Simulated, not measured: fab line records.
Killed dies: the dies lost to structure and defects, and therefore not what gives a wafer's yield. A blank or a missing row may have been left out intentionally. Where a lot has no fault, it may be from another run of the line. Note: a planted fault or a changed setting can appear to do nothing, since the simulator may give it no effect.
What tool caused it? ; flow nandHarc ; 11 lots with 33 wafers sampled at 5 steps, on a route of 1302 steps

== WHAT EACH GAUGE READ, for each wafer ==
NHARC_END_SORT_01. Usual: killedAtArray 56, standard deviation 20; killedAtOther 1, standard deviation 1.3; killedAtPeriphery 3.5, standard deviation 2.7; killedDies 60, standard deviation 20; killedOpen 3.3, standard deviation 1.6; killedShort 2.4, standard deviation 1.5.
lot;measured;on;killedAtArray;killedAtOther;killedAtPeriphery;killedDies;killedOpen;killedShort;flag
L809;day 23 05:56;prober-02;41 58 56;0 0 0;3 6 5;44 64 61;2 7 4;5 1 3;
L813;day 26 10:28;prober-01;78 59 63;0 2 2;5 2 1;83 63 66;1 2 3;3 4 1;
L816;day 27 01:59;prober-02;57 43 57;0 2 2;5 5 4;62 50 63;5 4 4;1 4 0;
L818;day 28 00:50;prober-02;439 61 50;1 0 0;4 3 1;444 64 51;1 4 1;3 4 3;OFF
L826;day 31 01:58;prober-01;53 44 45;1 0 2;1 1 4;55 45 51;3 2 2;2 5 3;

== EACH LOT AND THE TOOL THAT RAN IT (in order: tool; ch and the chambers of the sampled wafers; start) ==
lot;NHARC_A_CONTACT_ETCH_49;NHARC_A_CONTACT_ETCH_116;NHARC_A_CONTACT_ETCH_119;NHARC_A_CONTACT_ETCH_96
L809;rieDiel-04 ch 1,2, day 20 15:26 or earlier;harCapEtch-03 ch 0,1, day 20 15:26;harCapEtch-03 ch 0,1, day 20 15:57;rieDiel-01 ch 0,1,2, day 20 17:46
L810;rieDiel-01 ch 1,3, day 21 18:22 or earlier;harCapEtch-02 ch 0,1, day 21 18:22;harCapEtch-02 ch 0,1, day 21 18:53;rieDiel-07 ch 0,1,2, day 21 20:41
L812;rieDiel-07 ch 0,2,3, day 22 07:44 or earlier;harCapEtch-02 ch 0,1, day 22 07:44;harCapEtch-02 ch 0,1, day 22 08:14;rieDiel-07 ch 0,1,2, day 22 10:09
L813;rieDiel-07 ch 0,1,2, day 23 11:34 or earlier;harCapEtch-03 ch 0,1, day 23 11:34;harCapEtch-03 ch 0,1, day 23 12:05;rieDiel-04 ch 0,2, day 23 13:55
L814;rieDiel-07 ch 2,3, day 23 15:50 or earlier;harCapEtch-01 ch 0,1, day 23 15:50;harCapEtch-01 ch 0,1, day 23 16:21;rieDiel-07 ch 1,2,3, day 23 18:08
L816;rieDiel-01 ch 0,1,2, day 24 04:25 or earlier;harCapEtch-02 ch 0,1, day 24 04:25;harCapEtch-02 ch 0,1, day 24 04:55;rieDiel-07 ch 0,2,3, day 24 06:40
L818;rieDiel-07 ch 0,1,2, day 25 00:45 or earlier;harCapEtch-01 ch 0,1, day 25 00:45;harCapEtch-01 ch 0,1, day 25 01:16;rieDiel-07 ch 0,1,2, day 25 03:01
L826;rieDiel-04 ch 1,2,3, day 28 07:29 or earlier;harCapEtch-02 ch 0,1, day 28 07:29;harCapEtch-02 ch 0,1, day 28 08:00;rieDiel-04 ch 0,2,3, day 28 09:47
L828;rieDiel-04 ch 0,2,3, day 29 11:19 or earlier;harCapEtch-02 ch 0,1, day 29 11:19;harCapEtch-02 ch 0,1, day 29 11:50;rieDiel-07 ch 1,2, day 29 13:38
L829;rieDiel-07 ch 0,2,3, day 29 12:06 or earlier;harCapEtch-03 ch 0, day 29 12:06;harCapEtch-03 ch 0, day 29 12:37;rieDiel-07 ch 1,2, day 29 14:23
L832;rieDiel-01 ch 0,2, day 30 11:36;harCapEtch-01 ch 0, day 30 15:10;harCapEtch-01 ch 0, day 30 15:40;rieDiel-07 ch 0,1, day 30 17:28
- NHARC_A_CONTACT_ETCH_49: etches the open film in N2/H2, target depth 260 nm, time 475.3 s.
- NHARC_A_CONTACT_ETCH_116: etches the open film in C4F8/O2/Ar, time 190 s, target depth 1850 nm.
- NHARC_A_CONTACT_ETCH_119: etches the open film in C4F8/O2/Ar, time 190 s, target depth 1850 nm.
- NHARC_A_CONTACT_ETCH_96: etches the open film in C4F6/O2, target depth 20 nm, time 10 s.

== AS READ BY THE TOOLS THEMSELVES (means over the sampled wafers that have a number; for cases with no such wafer, the mark the record gives instead) ==
NHARC_A_CONTACT_ETCH_49. Usual: drypumpMotorCurrentA 5.6 A, standard deviation 0.38; oesProductAu 1.000 a.u., standard deviation 0.0078; rfVppV 430.2 V, standard deviation 2.4; runLengthS 496.8 s, standard deviation 0.36; showerheadPlenumPTorr 2.03 Torr, standard deviation 0.087; throttleValvePct 14.172 %, standard deviation 0.0094.
lot;tool;drypumpMotorCurrentA (A);oesProductAu (a.u.);rfVppV (V);runLengthS (s);showerheadPlenumPTorr (Torr);throttleValvePct (%);flag
L809;rieDiel-04;5.7;0.999;431.5;497.3;2.08;14.171;
L810;rieDiel-01;5.6;1.002;427.0;497.0;1.91;14.177;
L812;rieDiel-07;5.5;1.008;429.4;496.8;2.01;14.164;
L813;rieDiel-07;5.5;0.996;430.0;496.3;1.99;14.167;
L814;rieDiel-07;5.3;1.004;430.2;496.5;2.04;14.172;
L816;rieDiel-01;5.5;0.994;427.5;496.9;1.95;14.169;
L818;rieDiel-07;5.5;0.999;430.0;496.8;1.98;14.176;
L826;rieDiel-04;5.8;1.001;432.4;497.1;2.10;14.171;
L828;rieDiel-04;5.7;0.997;430.3;496.9;2.07;14.165;
L829;rieDiel-07;5.5;1.003;429.6;496.4;2.00;14.162;
L832;rieDiel-01;5.7;1.000;432.9;496.9;2.15;14.173;

NHARC_A_CONTACT_ETCH_116. Usual: oesAirLineAu 1.000 a.u., standard deviation 0.02.
lot;tool;oesAirLineAu (a.u.);flag
L809;harCapEtch-03;0.985;
L810;harCapEtch-02;0.991;
L812;harCapEtch-02;0.989;
L813;harCapEtch-03;0.972;
L814;harCapEtch-01;0.996;
L816;harCapEtch-02;0.983;
L818;harCapEtch-01;1.012;
L826;harCapEtch-02;1.021;
L828;harCapEtch-02;0.992;
L829;harCapEtch-03;1.019;
L832;harCapEtch-01;0.993;

NHARC_A_CONTACT_ETCH_119. Usual: oesAirLineAu 1.004 a.u., standard deviation 0.02.
lot;tool;oesAirLineAu (a.u.);flag
L809;harCapEtch-03;0.997;
L810;harCapEtch-02;0.994;
L812;harCapEtch-02;1.025;
L813;harCapEtch-03;0.975;
L814;harCapEtch-01;1.035;
L816;harCapEtch-02;1.022;
L818;harCapEtch-01;0.988;
L826;harCapEtch-02;1.021;
L828;harCapEtch-02;1.001;
L829;harCapEtch-03;1.021;
L832;harCapEtch-01;1.030;

NHARC_A_CONTACT_ETCH_96. Usual: drypumpMotorCurrentA 5.6 A, standard deviation 0.36; oesProductAu 0.975 a.u., standard deviation 0.024; rfVppV 545.7 V, standard deviation 2.9; runLengthS 31.1 s, standard deviation 0.31; showerheadPlenumPTorr 3.87 Torr, standard deviation 0.14; throttleValvePct 26.902 %, standard deviation 0.0092.
lot;tool;drypumpMotorCurrentA (A);oesProductAu (a.u.);rfVppV (V);runLengthS (s);showerheadPlenumPTorr (Torr);throttleValvePct (%);flag
L809;rieDiel-01;5.5;0.995;544.2;31.3;3.78;26.900;
L810;rieDiel-07;5.5;1.005;545.5;31.0;3.84;26.896;
L812;rieDiel-07;5.5;0.966;544.7;31.0;3.84;26.906;
L813;rieDiel-04;5.4;0.988;546.0;31.5;3.92;26.899;
L814;rieDiel-07;5.4;0.962;546.0;30.9;3.88;26.908;
L816;rieDiel-07;5.5;1.002;546.5;31.1;3.86;26.905;
L818;rieDiel-07;5.5;0.937;544.7;29.8;3.83;26.907;OFF
L826;rieDiel-04;5.7;0.935;547.3;31.4;3.97;26.902;
L828;rieDiel-07;5.4;0.968;545.2;31.3;3.84;26.892;
L829;rieDiel-07;5.4;0.949;546.4;30.9;3.84;26.899;
L832;rieDiel-07;5.7;1.001;544.2;30.8;3.76;26.897;

== THE ANSWER, worked out from the rows above alone ==
Rule: a lot counts as off when the mean over its wafers that have a number is more than 3 standard deviations away from the usual mean. Also off: a lot with no number at a reading for which 4 or more lots have one. Where the step has rows for the other lots, those lots are counted as sound. First the gauges in route order, then the tools' own readings, where a lot's mean is used as printed above. At the first step where some lot is off, the reading lying furthest off is the one used; lots without a number count as furthest.
Off: L818 (NHARC_END_SORT_01, killedAtArray). Neither off nor sound, because the step has no rows for them: L810, L812, L814, L828, L829, L832.
A tool fits if, at a process step before that reading, it ran every lot that is off, and no sound lot after the first of them. Not tried: the gauges at NHARC_END_SORT_01; whatever is off there is also off at NHARC_A_CONTACT_ETCH_96, on other tools, and gauge error can't account for it. Because NHARC_A_CONTACT_ETCH_49 lacks a start for some lots, the hours and order of its lots are taken from NHARC_A_CONTACT_ETCH_116. This does not decide it: 2 tools fit, namely rieDiel-07 at NHARC_A_CONTACT_ETCH_49 and NHARC_A_CONTACT_ETCH_96 and harCapEtch-01 at NHARC_A_CONTACT_ETCH_116 and NHARC_A_CONTACT_ETCH_119.

== WHAT THE SIMULATOR HAD PUT IN ==
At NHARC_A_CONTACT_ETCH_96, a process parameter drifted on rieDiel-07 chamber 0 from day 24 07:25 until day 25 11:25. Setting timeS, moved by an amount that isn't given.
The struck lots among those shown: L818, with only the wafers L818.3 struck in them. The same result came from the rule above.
